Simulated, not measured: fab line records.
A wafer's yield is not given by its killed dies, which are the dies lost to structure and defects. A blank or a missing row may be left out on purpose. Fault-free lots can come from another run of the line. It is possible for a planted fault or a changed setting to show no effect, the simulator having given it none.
A lot that was struck, set against a sound lot || flow n5_finfet || 35 out of 1938 route steps
Sound: these wafers, L724.2, L724.4, L724.6. Struck: wafers L715.1, L715.2, L715.4. The cause is given at the end.
Per side, at each step with rows, come the tool, then ch with its chambers, and then its first start. Under that, the readings that differ: sound wafers || struck wafers || difference of the means || sigmas: that difference in standard deviations of wafers without a fault.
alike: a reading whose means differ by less than 2 such deviations, as well as words and numbers matching on both sides. not compared: withheld readings; readings where some wafer has no value; bounds like >300 that might hide an equal value; numbers whose values overlap and for which the record gives no deviation.
A row with sigmas, a row that says differs or no value, or rows on one side alone: a step with any of these is where the two part. Non-overlapping numbers with no deviation appear without sigmas and do not part them. A reading missing from all wafers of one side parts the sides only when that side holds two or more wafers.

first, 11 steps without rows for these wafers: N5_MOL_CONTACT_COAG_ETCH_91 (etches SOC in N2/H2, target depth 60 nm, overetch 21 nm, time 101.2 s); N5_MOL_CONTACT_COAG_STRIP_92 (strips in N2/H2); N5_MOL_CONTACT_COAG_STRIP_93 (strips in N2/H2); N5_MOL_CONTACT_COAG_ETCHBACK_135 (etches SiO2 in CHF3, target depth 25 nm, time 16.7 s); N5_MOL_CONTACT_COAG_STRIP_118 (strips in CHF3); N5_MOL_CONTACT_COAG_VIA_ETCH_46 (etches SiO2 in C4F6/O2, target depth 46 nm, overetch 9.2 nm, time 40 s); N5_MOL_CONTACT_COAG_STRIP_96 (strips in N2/H2); N5_MOL_CONTACT_COAG_ETCH_47 (etches SiNx in CH3F/O2, stops on W, target depth 27 nm); N5_MOL_CONTACT_COAG_STRIP_119 (strips in N2/H2, time 30 s); N5_MOL_CONTACT_COAG_PRECLEAN_144 (cleans in alkaline clean, time 60 s); N5_MOL_CONTACT_COAG_SRD_145 (time 30 s).
N5_MOL_CONTACT_COAG_COAT_62: time 60 s, resist thk 60 nm.
  sound on litho_track-02 ch 0, day 10 16:05; struck on litho_track-02 ch 0, day 8 06:29
{"reading": "spin_speed_rpm (rpm)", "sound": "1502.1 1499.3 1498.8", "struck": "1395.3 1396.9 1395.9", "difference": -104.0, "sigmas": "-99 or more"}
{"reading": "model.SOC_of_MOL_CONTACT_COAG_COAT_62.thk_nm (nm)", "sound": "60 60 60", "struck": "62.6 62.6 62.6", "difference": "+2.6", "sigmas": ""}
then, 13 steps without rows for these wafers: N5_MOL_CONTACT_COAG_COAT_63 (time 60 s, resist thk 10 nm); N5_MOL_CONTACT_COAG_COAT_64 (time 60 s, resist thk 10 nm); N5_MOL_CONTACT_COAG_COAT_34 (resist thk 40 nm); N5_MOL_CONTACT_COAG_EBR_36; N5_MOL_CONTACT_COAG_SOFTBAKE_35 (time 60 s); N5_MOL_CONTACT_COAG_EXPOSE_37 (exposes mask VD, defocus 0 nm); N5_MOL_CONTACT_COAG_PEB_38 (peb time 60 s); N5_MOL_CONTACT_COAG_DEVELOP_39 (develop time 30 s); N5_MOL_CONTACT_COAG_DESCUM_45 (chemistry O2, time 7 s); N5_MOL_CONTACT_COAG_ETCH_65 (etches underlayer in N2/H2, target depth 13 nm, time 10.4 s); N5_MOL_CONTACT_COAG_ETCH_66 (etches SiARC in CF4, target depth 13 nm, time 21.7 s); N5_MOL_CONTACT_COAG_ALD_133 (deposits SiO2, target thk 5 nm, pulse time 1 s, co reactant pulse time 1 s); N5_MOL_CONTACT_COAG_ETCHBACK_134 (etches SiO2 in CHF3, target depth 10 nm, time 6.7 s).
N5_MOL_CONTACT_COAG_ETCH_67: etches SOC in N2/H2, target depth 60 nm, overetch 21 nm, time 101.2 s.
  sound on rie_diel-06 ch 0,2,3, day 10 17:07; struck on rie_diel-06 ch 0,1,3, day 8 07:19
{"reading": "model.etch.depth_nm (nm)", "sound": "60.02 60 60.08", "struck": "62.53 62.53 62.51", "difference": "+2.49", "sigmas": ""}
  alike: drypump_motor_current_A, oes_product_au, rf_vpp_V, showerhead_plenum_p_Torr, throttle_valve_pct
  not compared: rf_hours_counter_h
then, 6 steps without rows for these wafers: N5_MOL_CONTACT_COAG_STRIP_68 (strips in N2/H2); N5_MOL_CONTACT_COAG_STRIP_69 (strips in N2/H2); N5_MOL_CONTACT_COAG_ETCHBACK_136 (etches SiO2 in CHF3, target depth 25 nm, time 16.7 s); N5_MOL_CONTACT_COAG_STRIP_120 (strips in CHF3); N5_MOL_CONTACT_COAG_VIA_ETCH_117 (etches SiO2 in C4F6/O2, target depth 40 nm, overetch 8 nm, time 26 s); N5_MOL_CONTACT_COAG_ETCH_124 (etches SiNx in CH3F/O2, stops on SiOC, target depth 6.5 nm).
N5_MOL_CONTACT_COAG_ETCH_48: etches SiOC in C4F6/O2, target depth 15 nm, overetch 4.5 nm, time 17 s.
  sound on rie_diel-06 ch 0,2,3, day 10 17:18; struck on rie_diel-06 ch 0,1,3, day 8 07:30
{"reading": "model.SOC_of_MOL_CONTACT_COAG_COAT_62.thk_nm (nm)", "sound": "45.6 45.8 46", "struck": "48.2 48 48.2", "difference": "+2.3", "sigmas": ""}
  alike: C4F6_flow_sccm, drypump_motor_current_A, oes_o_777_au, oes_product_au, rf_vpp_V, showerhead_plenum_p_Torr, throttle_valve_pct
  not compared: rf_hours_counter_h
then, 1 step without rows for these wafers: N5_MOL_CONTACT_COAG_STRIP_72 (strips in N2/H2).
-- the record jumps here: 3 days lie between the struck wafers' starts before and after (it left off in module MOL_CONTACT_COAG and takes up again in module BEOL_M4, whose first step shown is number 1111 of the route) --
N5_BEOL_M4_RC_MEAS_101:
  sound on prober-01 ch 0, day 13 19:21; struck on prober-01 ch 0, day 11 11:56
{"reading": "IOFF_P (nA/um)", "sound": "0.28 0.25 0.27", "struck": "0.20 0.20 0.19", "difference": -0.07, "sigmas": -2}
{"reading": "VT_P (mV)", "sound": "-245 -246 -245", "struck": "-253 -252 -251", "difference": -7, "sigmas": -2}
  alike: DIBL_N, DIBL_P, IOFF_N, ION_N, ION_P, SS_N, SS_P, VT_N

WHERE THEY PART
Last at N5_BEOL_M4_RC_MEAS_101 as far as this record goes, first at N5_MOL_CONTACT_COAG_COAT_62.

WHY: what had been put in by the simulator
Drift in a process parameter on litho_track-02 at N5_MOL_CONTACT_COAG_COAT_62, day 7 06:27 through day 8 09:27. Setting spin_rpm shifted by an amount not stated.
